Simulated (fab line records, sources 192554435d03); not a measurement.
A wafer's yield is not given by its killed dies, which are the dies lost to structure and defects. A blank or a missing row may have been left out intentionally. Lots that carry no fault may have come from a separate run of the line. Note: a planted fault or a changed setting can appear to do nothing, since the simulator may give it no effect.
fab line records	flow n5Finfet
record lots=8	wafers=23	lastDay=20
route steps=1938 shown BEOL_M0_SAQP@632 BEOL_M0_CUTY@711 BEOL_M0@715 BEOL_M4@1111 PASSIVATION@1936
lots that met no fault: from a run of the same line without faults
startH: hours from the record's first day to the start of the lot's first wafer shown	waitH: time in hours since the lot's previous step	" the same as in the row above	L1.1+2: one row covering several wafers at once	- either no value or no given start	* or withheld: withheld	< > ~ a bound
route shown NAME@n: names a module that has steps shown in the file, with the first one's number in the route	usual: mean/standard deviation taken from wafers without a fault	same: alike in all rows	chamber/n: place in a boat	sites: each site's reading	_std_site: their standard deviation	_edge_site: outer sites' mean less inner sites'	radiusMm: for every site, how far away it sits from the centre of the wafer	mask NAME#n: copy n	behind: the last tool/chamber to shape the wafer	hold: what put the lot on hold/how long, in hours/how the hold closed	device: which transistor (n, p or np) failed to switch	end of line: tests of these same wafers at the route's end	a step with no rows: only its recipe	killed: count of dies lost to structure and defects at first sort (not the wafer's yield)	map: dies across one wafer; x = killed, . = not, _ = none there
set.NAME: setting as actually run; set.NAME@STEP: the setting as run at that earlier step	model.NAME: the simulator's own value behind a step, which no gauge read
the route's steps for a sample of lots (tables are steps, rows are wafers)
services: the hour from which a tool's chamber was out of use, counted from the record's first day as startH (under 0 if before that day), plus the number of hours and why
## steps
# step N5_BEOL_M0_SAQP_PECVD_00
# recipe material=SiCN	targetThkA=80	tempC=withheld	precursor=3MS/NH3	pressureTorr=3	rfW=202	timeS=14
# usual showerheadPlenumPTorr=3.666/0.0098	throttleValvePct=9.0/0.66
lot.wafer	tool	chamber	startH	waitH	showerheadPlenumPTorr	throttleValvePct
L379.2	pecvd-02	0	107.03	0.2	3.669	10.0
L379.3	"	1	"	"	3.674	9.7
L379.5	"	0	"	"	3.675	10.2
L385.4	pecvd-02	2	142.06	0.1	3.678	8.4
L385.6	"	0	"	"	3.657	10.1
L389.1	pecvd-02	2	167.94	0.2	3.665	8.1
L389.3	"	0	"	"	3.678	9.9
L389.4	"	2	"	"	3.675	8.4
L394.1	pecvd-01	2	197.32	0.2	3.669	8.2
L394.2	"	0	"	"	3.649	8.7
L394.6	"	0	"	"	3.653	8.7
L397.3	pecvd-01	1	214.69	0.1	3.676	9.0
L397.4	"	2	"	"	3.676	8.2
L397.5	"	0	"	"	3.648	8.7
L398.1	pecvd-01	0	223.12	0.2	3.655	8.7
L398.2	"	2	"	"	3.671	8.4
L398.5	"	2	"	"	3.661	8.3
L400.1	pecvd-02	1	235.49	0.2	3.669	9.5
L400.4	"	0	"	"	3.677	9.9
L400.5	"	1	"	"	3.675	9.8
L401.1	pecvd-02	1	244.96	0.2	3.669	9.9
L401.4	"	0	"	"	3.687	9.7
L401.6	"	2	"	"	3.677	8.7
# step N5_BEOL_M0_CUTY_DESCUM_61
# recipe chemistry=O2	timeS=7.9	sourcePowerW=50	biasPowerW=20	pressureMtorr=20	rfFrequencyHz=2.712e+07	tempC=40	resist=CAR-ArF-block	o2FlowSccm=225
# usual drypumpMotorCurrentA=5.50/0.22	oesProductAu=0.79/0.072	rfVppV=243.1/1.4	showerheadPlenumPTorr=2.08/0.07	throttleValvePct=20.37/0.26
lot.wafer	tool	chamber	startH	waitH	drypumpMotorCurrentA	oesProductAu	rfHoursCounterH	rfVppV	showerheadPlenumPTorr	throttleValvePct
L379.2	rieDiel-03	3	114.81	0.2	5.33	0.89	26	242.0	2.14	20.66
L379.3	"	2	"	"	5.61	0.78	122	241.4	1.92	20.34
L379.5	"	1	"	"	5.43	0.94	-	243.0	2.13	19.97
L385.4	rieDiel-06	0	150.05	0.0	5.56	0.75	171	241.3	2.00	20.60
L385.6	"	0	"	"	5.55	0.75	-	240.0	2.00	20.61
L389.1	rieDiel-06	3	176.62	0.1	5.29	0.80	126	243.1	2.11	20.57
L389.3	"	2	"	"	5.28	0.72	192	243.9	2.08	20.21
L389.4	"	1	"	"	5.87	0.80	85	243.7	2.11	19.93
L394.1	rieDiel-06	3	204.95	0.5	5.31	0.79	136	243.0	2.10	20.58
L394.2	"	2	"	"	5.29	0.72	202	243.4	2.08	20.22
L394.6	"	0	"	"	5.52	0.74	-	241.2	1.99	20.63
L397.3	rieDiel-03	2	225.43	0.0	5.61	0.73	162	240.5	1.91	20.38
L397.4	"	0	"	"	5.43	0.72	180	242.6	2.09	20.44
L397.5	"	2	"	"	5.59	0.74	-	242.1	1.91	20.39
L398.1	rieDiel-03	0	232.78	0.0	5.44	0.72	182	243.5	2.09	20.44
L398.2	"	1	"	"	5.43	0.86	59	245.0	2.12	20.01
L398.5	"	0	"	"	5.48	0.72	-	243.6	2.09	20.44
L400.1	rieDiel-03	2	242.56	0.0	5.62	0.73	167	240.1	1.91	20.39
L400.4	"	1	"	"	5.42	0.86	62	244.0	2.11	20.04
L400.5	"	3	"	"	5.33	0.84	-	244.1	2.12	20.70
L401.1	rieDiel-06	1	253.60	0.0	5.88	0.77	111	243.1	2.10	19.96
L401.4	"	3	"	"	5.29	0.78	154	243.5	2.10	20.60
L401.6	"	2	"	"	5.24	0.70	-	244.2	2.07	20.26
# step N5_BEOL_M0_CUTY_ETCH_63
# recipe chemistry=N2/H2	target=SOC	targetDepthA=827	overetchA=165	maskMaterial=SiARC	tempC=40	ionEnergyEv=200	timeS=124	pressureMtorr=30	sourceW=840	biasW=150	n2FlowSccm=200	h2FlowSccm=200
# usual drypumpMotorCurrentA=5.50/0.22	n2FlowSccm=200.0/0.49	oesProductAu=0.65/0.057	rfVppV=523.5/2.4	showerheadPlenumPTorr=2.53/0.082	throttleValvePct=17.76/0.22
lot.wafer	tool	chamber	startH	waitH	drypumpMotorCurrentA	n2FlowSccm	oesProductAu	rfHoursCounterH	rfVppV	showerheadPlenumPTorr	throttleValvePct
L379.2	rieDiel-03	3	114.89	0.0	5.27	199.7	0.74	26	524.9	2.59	17.93
L379.3	"	2	"	"	5.61	199.7	0.63	122	518.6	2.35	17.78
L379.5	"	1	"	"	5.44	200.0	0.76	-	525.4	2.59	17.38
L385.4	rieDiel-06	0	150.14	0.0	5.54	200.3	0.62	171	520.4	2.42	17.94
L385.6	"	0	"	"	5.57	199.4	0.61	-	520.0	2.42	17.93
L389.1	rieDiel-06	3	176.70	0.0	5.32	199.5	0.65	126	524.5	2.56	17.98
L389.3	"	2	"	"	5.28	199.4	0.59	192	524.0	2.53	17.62
L389.4	"	1	"	"	5.89	199.8	0.65	85	524.3	2.57	17.49
L394.1	rieDiel-06	3	205.03	0.0	5.32	199.7	0.65	136	524.4	2.55	17.99
L394.2	"	2	"	"	5.28	200.3	0.58	202	522.5	2.52	17.64
L394.6	"	0	"	"	5.53	200.8	0.60	-	520.7	2.41	17.97
L397.3	rieDiel-03	2	225.51	0.0	5.62	200.6	0.61	162	519.4	2.33	17.84
L397.4	"	0	"	"	5.47	199.5	0.60	180	523.7	2.54	17.76
L397.5	"	2	"	"	5.61	200.2	0.61	-	517.3	2.33	17.84
L398.1	rieDiel-03	0	232.86	0.0	5.45	199.5	0.59	182	523.1	2.53	17.77
L398.2	"	1	"	"	5.44	199.5	0.70	59	525.6	2.57	17.45
L398.5	"	0	"	"	5.45	199.7	0.60	-	524.6	2.53	17.77
L400.1	rieDiel-03	2	242.65	0.0	5.60	199.6	0.60	167	518.3	2.33	17.85
L400.4	"	1	"	"	5.45	199.5	0.71	62	525.4	2.57	17.46
L400.5	"	3	"	"	5.32	200.8	0.68	-	525.3	2.57	18.00
L401.1	rieDiel-06	1	253.69	0.0	5.85	199.7	0.64	111	523.5	2.56	17.53
L401.4	"	3	"	"	5.35	199.6	0.63	154	525.1	2.55	18.03
L401.6	"	2	"	"	5.27	200.3	0.58	-	523.3	2.51	17.67
# step N5_BEOL_M0_ETCH_138
# recipe chemistry=CH3F/O2	targetDepthA=120	target=SiCN	timeS=31.6	ionEnergyEv=120	pressureMtorr=30	sourceW=395	biasW=75	Ar_flow_sccm=150	CH3F_flow_sccm=30	O2_flow_sccm=20	ends=cleared
# usual drypumpMotorCurrentA=5.50/0.22	etchRfOnTimeS=29.1/0.69	oesProductAu=0.67/0.062	rfVppV=297.0/1.5	showerheadPlenumPTorr=1.99/0.064	throttleValvePct=16.26/0.23
lot.wafer	tool	chamber	startH	waitH	drypumpMotorCurrentA	etchRfOnTimeS	oesProductAu	rfHoursCounterH	rfVppV	showerheadPlenumPTorr	throttleValvePct
L379.2	rieDiel-03	3	115.01	0.0	5.29	28.3	0.77	26	298.1	2.03	16.41
L379.3	"	2	"	"	5.59	28.3	0.66	122	293.8	1.85	16.31
L379.5	"	1	"	"	5.47	28.6	0.80	-	297.7	2.04	15.84
L385.4	rieDiel-06	0	150.26	0.0	5.50	29.8	0.64	171	295.1	1.91	16.50
L385.6	"	0	"	"	5.54	30.3	0.63	-	296.0	1.91	16.49
L389.1	rieDiel-06	3	176.82	0.0	5.29	28.6	0.68	126	296.7	2.01	16.41
L389.3	"	2	"	"	5.27	28.5	0.61	192	296.1	1.99	16.17
L389.4	"	1	"	"	5.88	28.5	0.68	85	297.3	2.03	15.91
L394.1	rieDiel-06	3	205.16	0.0	5.30	27.8	0.67	136	297.7	2.01	16.43
L394.2	"	2	"	"	5.30	28.2	0.61	202	295.6	1.99	16.16
L394.6	"	0	"	"	5.55	28.9	0.62	-	295.2	1.91	16.53
L397.3	rieDiel-03	2	225.64	0.0	5.60	29.3	0.62	162	295.5	1.83	16.39
L397.4	"	0	"	"	5.44	29.9	0.61	180	297.3	1.99	16.35
L397.5	"	2	"	"	5.60	29.5	0.62	-	293.9	1.83	16.38
L398.1	rieDiel-03	0	232.98	0.0	5.46	28.8	0.61	182	296.6	1.99	16.34
L398.2	"	1	"	"	5.40	28.5	0.73	59	296.8	2.03	15.91
L398.5	"	0	"	"	5.45	30.1	0.61	-	296.9	1.99	16.33
L400.1	rieDiel-03	2	242.77	0.0	5.62	28.6	0.63	167	292.7	1.83	16.40
L400.4	"	1	"	"	5.45	29.6	0.73	62	297.4	2.02	15.92
L400.5	"	3	"	"	5.33	29.3	0.72	-	296.5	2.02	16.49
L401.1	rieDiel-06	1	253.81	0.0	5.88	28.8	0.66	111	297.3	2.02	15.96
L401.4	"	3	"	"	5.30	28.9	0.66	154	299.3	2.00	16.47
L401.6	"	2	"	"	5.28	28.4	0.60	-	298.0	1.98	16.20
# step N5_BEOL_M0_ETCH_109
# recipe chemistry=CH3F/O2	targetDepthA=80	overetchA=24	target=SiCN	timeS=27.4	ionEnergyEv=120	pressureMtorr=30	sourceW=395	biasW=75	Ar_flow_sccm=150	CH3F_flow_sccm=30	O2_flow_sccm=20
# usual drypumpMotorCurrentA=5.51/0.23	oesProductAu=0.67/0.062	rfVppV=297.2/1.6	showerheadPlenumPTorr=2.00/0.068	throttleValvePct=16.29/0.23
lot.wafer	tool	chamber	startH	waitH	drypumpMotorCurrentA	oesProductAu	rfHoursCounterH	rfVppV	showerheadPlenumPTorr	throttleValvePct
L379.2	rieDiel-03	2	116.01	0.2	5.60	0.66	123	293.5	1.85	16.33
L379.3	"	3	"	"	5.26	0.76	27	298.6	2.03	16.42
L379.5	"	2	"	"	5.61	0.66	-	294.6	1.85	16.31
L385.4	rieDiel-06	0	151.46	0.0	5.54	0.46	172	295.2	1.91	16.48
L385.6	"	2	"	"	5.27	0.44	-	296.0	1.99	16.14
L389.1	rieDiel-05	3	179.18	0.0	5.58	0.76	33	298.4	2.04	16.12
L389.3	"	2	"	"	5.90	0.61	199	297.0	1.99	16.26
L389.4	"	0	"	"	5.12	0.46	-	297.8	2.07	16.61
L394.1	rieDiel-03	0	207.01	0.2	5.43	0.62	174	298.1	1.99	16.33
L394.2	"	1	"	"	5.46	0.75	50	298.6	2.03	15.91
L394.6	"	1	"	"	5.48	0.76	-	298.6	2.03	15.90
L397.3	rieDiel-03	3	230.58	0.0	5.32	0.72	65	298.5	2.02	16.49
L397.4	"	0	"	"	5.47	0.62	182	298.9	1.99	16.35
L397.5	"	2	"	"	5.60	0.63	-	294.8	1.83	16.39
L398.1	rieDiel-03	3	236.29	0.0	5.30	0.71	66	298.7	2.02	16.49
L398.2	"	2	"	"	5.60	0.63	165	294.1	1.83	16.40
L398.5	"	2	"	"	5.61	0.63	-	293.2	1.83	16.41
L400.1	rieDiel-05	2	243.53	0.0	5.90	0.60	219	297.6	1.99	16.30
L400.4	"	3	"	"	5.58	0.75	54	297.9	2.03	16.18
L400.5	"	3	"	"	5.62	0.74	-	298.2	2.03	16.15
L401.1	rieDiel-06	1	259.16	0.2	5.85	0.65	113	296.7	2.02	15.96
L401.4	"	3	"	"	5.35	0.65	155	298.1	2.00	16.46
L401.6	"	0	"	"	5.52	0.62	-	295.3	1.90	16.56
# step N5_BEOL_M0_RS_MEAS_126
# recipe thkMeasGauge=four-point-probe	reads=Co_of_BEOL_M0_CO_CAP_123+Cu_of_BEOL_M0_ECD_118+Co_of_BEOL_M0_CVD_115+TaN_of_BEOL_M0_ALD_136
# usual M0_RS=0.533/0.015
lot.wafer	tool	chamber	startH	waitH	M0_RS[ohm/sq]
L379.2	filmMetro-01	-	119.54	0.1	0.558
L379.3	"	-	"	"	0.525
L379.5	"	-	"	"	0.527
L385.4	filmMetro-01	-	155.76	0.0	0.566
L385.6	"	-	"	"	0.556
L389.1	filmMetro-02	-	182.67	0.0	0.560
L389.3	"	-	"	"	0.550
L389.4	"	-	"	"	0.594
L394.1	filmMetro-02	-	209.93	0.1	0.557
L394.2	"	-	"	"	0.571
L394.6	"	-	"	"	0.542
L397.3	filmMetro-02	-	237.10	0.1	0.522
L397.4	"	-	"	"	0.526
L397.5	"	-	"	"	0.526
L398.1	filmMetro-01	-	239.57	0.0	0.545
L398.2	"	-	"	"	0.534
L398.5	"	-	"	"	0.538
L400.1	filmMetro-02	-	246.78	0.1	0.545
L400.4	"	-	"	"	0.527
L400.5	"	-	"	"	0.503
L401.1	filmMetro-02	-	261.64	0.0	0.546
L401.4	"	-	"	"	0.533
L401.6	"	-	"	"	0.496
# step N5_BEOL_M4_RC_MEAS_101
# usual DIBL_N=36.3/1.2	DIBL_P=36.3/1.4	IOFF_N=0.160/0.02	IOFF_P=0.210/0.025	ION_N=675/9.5	ION_P=462/7	SS_N=71.5/0.53	SS_P=73.4/0.55	VT_N=249.5/2.6	VT_P=-250.1/2.9
lot.wafer	tool	chamber	startH	waitH	DIBL_N[mV/V]	DIBL_P[mV/V]	IOFF_N[nA/um]	IOFF_P[nA/um]	ION_N[uA/um]	ION_P[uA/um]	SS_N[mV/dec]	SS_P[mV/dec]	VT_N[mV]	VT_P[mV]
L379.2	prober-01	0	195.54	0.2	36.1	36.3	0.164	0.226	678	466	71.2	72.9	249.9	-248.1
L379.3	"	0	"	"	35.3	35.3	0.164	0.217	682	462	71.3	73.2	249.6	-246.8
L379.5	"	0	"	"	34.3	34.0	0.140	0.194	667	458	70.9	73.2	252.4	-250.2
L385.4	prober-01	0	221.49	0.5	37.2	37.1	0.172	0.231	684	469	71.8	73.4	250.0	-247.6
L385.6	"	0	"	"	36.4	35.5	0.152	0.203	677	462	72.2	73.8	251.3	-250.0
L389.1	prober-01	0	266.57	0.0	37.4	37.5	0.188	0.264	683	474	71.3	72.9	245.9	-243.1
L389.3	"	0	"	"	38.1	37.9	0.201	0.283	684	473	71.3	73.1	244.1	-245.8
L389.4	"	0	"	"	38.0	37.0	0.192	0.258	691	472	71.4	73.5	246.1	-245.2
L394.1	prober-01	0	317.22	0.0	36.4	36.7	0.158	0.191	683	464	72.2	73.5	251.5	-252.5
L394.2	"	0	"	"	35.2	36.0	0.150	0.186	678	459	72.1	72.6	249.7	-253.6
L394.6	"	0	"	"	37.0	38.2	0.183	0.222	688	469	72.0	74.2	247.0	-250.8
L397.3	prober-02	0	338.46	0.3	36.9	37.5	0.162	0.215	668	463	71.9	73.5	250.5	-248.9
L397.4	"	0	"	"	39.5	40.0	0.206	0.265	685	464	71.7	74.6	248.3	-246.1
L397.5	"	0	"	"	38.2	38.9	0.186	0.236	674	457	71.6	74.7	249.9	-248.1
L398.1	prober-01	0	338.63	0.0	38.0	38.8	0.173	0.213	667	454	71.4	73.9	249.4	-251.8
L398.2	"	0	"	"	35.9	35.7	0.131	0.184	659	449	70.8	73.0	253.3	-254.3
L398.5	"	0	"	"	35.7	35.6	0.134	0.183	650	449	71.6	72.8	253.9	-253.9
L400.1	prober-01	0	344.62	0.0	36.0	36.6	0.165	0.215	682	462	71.3	73.0	247.6	-251.8
L400.4	"	0	"	"	35.2	35.6	0.144	0.190	674	462	70.7	73.1	250.9	-250.1
L400.5	"	0	"	"	35.2	35.0	0.141	0.183	679	466	71.6	73.3	252.5	-251.1
L401.1	prober-02	0	363.29	0.0	35.3	36.4	0.154	0.208	679	472	71.6	72.7	247.8	-249.9
L401.4	"	0	"	"	34.8	34.8	0.143	0.183	683	466	70.8	72.7	248.7	-250.5
L401.6	"	0	"	"	34.6	35.8	0.151	0.206	691	466	71.3	72.1	250.1	-247.9
# step N5_PASSIVATION_PROBE_49
# usual defectLimitedYield=90.9/1.3	killed_at_M0_to_M3=36/11	killed_at_M4_up=13/5.1	killedAtContacts=14/4.9	killedAtFrontEnd=41/10	killedAtOther=3.4/2.6	killedDies=107/16	killedOpen=70/11	killedShort=36/7.8	sort_bin_5_function=5.4/0.84	sort_bin_6_memory=3.4/0.67	sortNPass=1073/16	sortYieldPct=90.9/1.3
# same grossDies=1180	killedAtBackSide=0	sort_bin_4_leakage[%]=0	sort_bin_8_speed[%]=0
lot.wafer	tool	chamber	startH	waitH	defectLimitedYield[%]	killed_at_M0_to_M3	killed_at_M4_up	killedAtContacts	killedAtFrontEnd	killedAtOther	killedDies	killedOpen	killedShort	sort_bin_5_function[%]	sort_bin_6_memory[%]	sortNPass	sortYieldPct[%]
L379.2	prober-01	-	315.37	0.1	91.3	29	15	20	39	0	103	48	54	5.2	3.0	1077	91.3
L379.3	prober-01	-	315.42	0.1	91.7	33	15	14	35	1	98	63	35	5.1	2.9	1082	91.7
L379.5	prober-01	-	315.52	0.2	91.8	36	14	16	30	1	97	64	27	4.2	3.2	1083	91.8
L389.1	prober-02	-	369.12	0.0	92.2	25	3	27	36	1	92	61	30	4.0	3.3	1088	92.2
L389.3	prober-02	-	369.22	0.1	91.4	27	10	18	40	6	101	69	27	5.3	2.6	1079	91.4
L389.4	prober-02	-	369.27	0.2	91.1	37	11	9	48	0	105	68	36	5.3	2.8	1075	91.1
L394.1	prober-02	-	423.74	0.0	93.6	21	12	7	35	1	76	50	26	4.2	2.2	1104	93.6
L394.2	prober-02	-	423.79	0.1	89.4	41	25	24	30	5	125	80	43	6.4	3.6	1055	89.4
L394.6	prober-02	-	423.99	0.3	90.4	44	24	12	24	9	113	65	42	5.3	3.3	1067	90.4
L398.1	prober-01	-	461.03	0.0	91.1	36	15	8	42	4	105	67	36	5.3	3.1	1075	91.1
L398.2	prober-01	-	461.08	0.1	92.4	39	15	5	31	0	90	57	31	4.5	3.1	1090	92.4
L398.5	prober-01	-	461.23	0.2	89.6	47	19	17	37	3	123	80	40	5.7	4.4	1057	89.6
L401.1	prober-01	-	479.05	0.0	89.4	50	18	6	51	0	125	96	28	6.5	4.1	1055	89.4
L401.4	prober-01	-	479.20	0.2	89.5	52	18	9	41	4	124	70	50	5.6	4.4	1056	89.5
L401.6	prober-01	-	479.30	0.3	89.8	54	16	8	41	1	120	69	48	5.8	4.3	1060	89.8
# killed by level:class
L379.2 MOL_CONTACT_COAG:geometricParticle:open=11 GATE_CUT:geometricParticle:short=10 MOL_CONTACT_COAG:geometricParticle:short=9 FIN_SAQP:geometricParticle:short=7 BEOL_M0_SAQP:geometricParticle:short=6 BEOL_M3:geometricParticle:open=6 BEOL_M5:geometricParticle:short=5 BEOL_M0_SAQP:geometricParticle:open=4
L379.3 MOL_CONTACT_COAG:geometricParticle:open=11 BEOL_M0_SAQP:geometricParticle:short=7 STARTING-WAFER:geometricParticle:open=7 STI_FIN_REVEAL:geometricParticle:open=6 BEOL_M2:geometricParticle:short=6 FIN_SAQP:geometricParticle:short=5 BEOL_M4:geometricParticle:open=5 BEOL_M0_SAQP:geometricParticle:open=5
L379.5 MOL_CONTACT_COAG:geometricParticle:open=13 BEOL_M3:geometricParticle:open=8 BEOL_M2:geometricParticle:open=8 BEOL_M4:geometricParticle:open=7 BEOL_M0_SAQP:geometricParticle:short=7 BEOL_M0_SAQP:geometricParticle:open=5 HKMG_FIN:areaEtch=5 FIN_SAQP:geometricParticle:short=4
L389.1 MOL_CONTACT_COAG:geometricParticle:open=23 FIN_SAQP:geometricParticle:short=15 FIN_SAQP:geometricParticle:open=10 BEOL_M1:geometricParticle:open=9 BEOL_M0_SAQP:geometricParticle:open=5 MOL_CONTACT_COAG:geometricParticle:short=4 BEOL_M3:geometricParticle:open=4 ILD0:geometricParticle:short=3
L389.3 FIN_SAQP:geometricParticle:open=20 MOL_CONTACT_COAG:geometricParticle:open=15 FIN_SAQP:geometricParticle:short=6 BEOL_M2:geometricParticle:short=5 BEOL_M3:geometricParticle:open=4 BEOL_M0_SAQP:geometricParticle:short=4 BEOL_M0_SAQP:geometricParticle:open=4 PASS1_DEP:geometricParticle:open=4
L389.4 FIN_SAQP:geometricParticle:open=14 FIN_SAQP:geometricParticle:short=10 BEOL_M4:geometricParticle:open=8 BEOL_M0_SAQP:geometricParticle:open=8 MOL_CONTACT_COAG:geometricParticle:open=7 BEOL_M0_SAQP:geometricParticle:short=7 ILD0:geometricParticle:short=6 BEOL_M0:geometricParticle:open=6
L394.1 STI_FIN_REVEAL:geometricParticle:open=11 BEOL_M0_SAQP:geometricParticle:open=7 FIN_SAQP:geometricParticle:open=5 MOL_CONTACT_COAG:geometricParticle:open=5 BEOL_M0_SAQP:geometricParticle:short=5 BEOL_M1:geometricParticle:open=4 GATE_CUT:geometricParticle:short=3 BEOL_M4:geometricParticle:short=3
L394.2 MOL_CONTACT_COAG:geometricParticle:open=21 BEOL_M0_SAQP:geometricParticle:short=15 BEOL_M0_SAQP:geometricParticle:open=10 STI_FIN_REVEAL:geometricParticle:open=8 BEOL_M4:geometricParticle:open=6 BEOL_M1:geometricParticle:open=5 BEOL_M2:geometricParticle:open=5 FIN_SAQP:geometricParticle:short=4
L394.6 BEOL_M0_SAQP:geometricParticle:short=13 BEOL_M0_SAQP:geometricParticle:open=13 BEOL_M2:geometricParticle:open=8 BEOL_M5:geometricParticle:open=8 MOL_CONTACT_COAG:geometricParticle:open=7 BEOL_M5:geometricParticle:short=6 MOL_CONTACT_COAG:geometricParticle:short=5 HKMG_FIN:areaEtch=5
L398.1 STI_FIN_REVEAL:geometricParticle:open=12 BEOL_M0_SAQP:geometricParticle:short=10 MOL_CONTACT_COAG:geometricParticle:open=6 BEOL_M0_SAQP:geometricParticle:open=6 BEOL_M2:geometricParticle:open=6 DUMMY_GATE:geometricParticle:open=5 BEOL_M3:geometricParticle:open=5 BEOL_M4:geometricParticle:open=5
L398.2 BEOL_M0_SAQP:geometricParticle:short=12 BEOL_M0_SAQP:geometricParticle:open=11 STI_FIN_REVEAL:geometricParticle:open=8 DUMMY_GATE:geometricParticle:open=6 GATE_CUT:geometricParticle:open=5 MOL_CONTACT_COAG:geometricParticle:open=5 BEOL_M1:geometricParticle:open=5 BEOL_M0:geometricParticle:open=4
L398.5 MOL_CONTACT_COAG:geometricParticle:open=13 BEOL_M0_SAQP:geometricParticle:short=13 BEOL_M0_SAQP:geometricParticle:open=11 BEOL_M4:geometricParticle:open=8 STI_FIN_REVEAL:geometricParticle:open=8 BEOL_M3:geometricParticle:short=8 DUMMY_GATE:geometricParticle:open=7 FIN_SAQP:geometricParticle:short=6
L401.1 FIN_SAQP:geometricParticle:open=15 BEOL_M1:geometricParticle:open=11 BEOL_M3:geometricParticle:open=10 BEOL_M0_SAQP:geometricParticle:open=10 BEOL_M4:geometricParticle:open=8 FIN_SAQP:geometricParticle:short=7 STI_FIN_REVEAL:geometricParticle:open=6 BEOL_M2:geometricParticle:open=6
L401.4 STI_FIN_REVEAL:geometricParticle:open=14 BEOL_M0_SAQP:geometricParticle:short=14 BEOL_M2:geometricParticle:open=11 BEOL_M0_SAQP:geometricParticle:open=7 FIN_SAQP:geometricParticle:short=6 MOL_CONTACT_COAG:geometricParticle:open=5 BEOL_M4:geometricParticle:open=5 STI_FIN_REVEAL:geometricParticle:short=4
L401.6 FIN_SAQP:geometricParticle:short=15 BEOL_M0_SAQP:geometricParticle:short=14 BEOL_M2:geometricParticle:open=12 BEOL_M0_SAQP:geometricParticle:open=10 BEOL_M4:geometricParticle:open=10 BEOL_M1:geometricParticle:open=9 FIN_SAQP:geometricParticle:open=5 DUMMY_GATE:geometricParticle:open=5
## services
tool	chamber	startH	hours	kind
pecvd-01	1	94.06	2.6	repair
pecvd-01	2	98.79	1.8	repair
rieDiel-06	1	110.57	8.0	repair
pecvd-01	-	142.23	2.8	pm
rieDiel-05	1	166.89	-	clean
rieDiel-05	1	166.89	-	consumableReplace:focusRing
pecvd-01	2	169.08	7.5	repair
pecvd-01	-	177.85	1.3	repair
pecvd-01	-	181.87	0.8	repair
rieDiel-05	2	191.71	1.3	repair
pecvd-01	0	216.34	2.1	scheduledDown
pecvd-01	2	250.90	5.5	scheduledDown
pecvd-02	2	255.76	6.7	repair
## key
firstSign step=N5_BEOL_M0_ETCH_109	reading=oesProductAu	direction=down	sigmas=3.5	usual=0.67	struck=0.45
effect step=N5_BEOL_M0_RS_MEAS_126	reading=M0_RS	direction=up	sigmas=2.5	usual=0.533	struck=0.572
metAt N5_BEOL_M0_SAQP_PECVD_00
struckLots L385,L389
struckWafers L385.4,L385.6,L389.4
notActingAt N5_BEOL_M0_CUTY_DESCUM_61,N5_BEOL_M0_CUTY_ETCH_63,N5_BEOL_M0_ETCH_138
onsetBetween 107.03 142.06
fault kind=processParameterDrift	tool=pecvd-02	chamber=-	onsetH=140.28	steps=N5_BEOL_M0_SAQP_PECVD_00	channel=timeS	offset=*	shape=step	endH=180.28	scope=struckWafersOnly	actsIn=*	stated=*
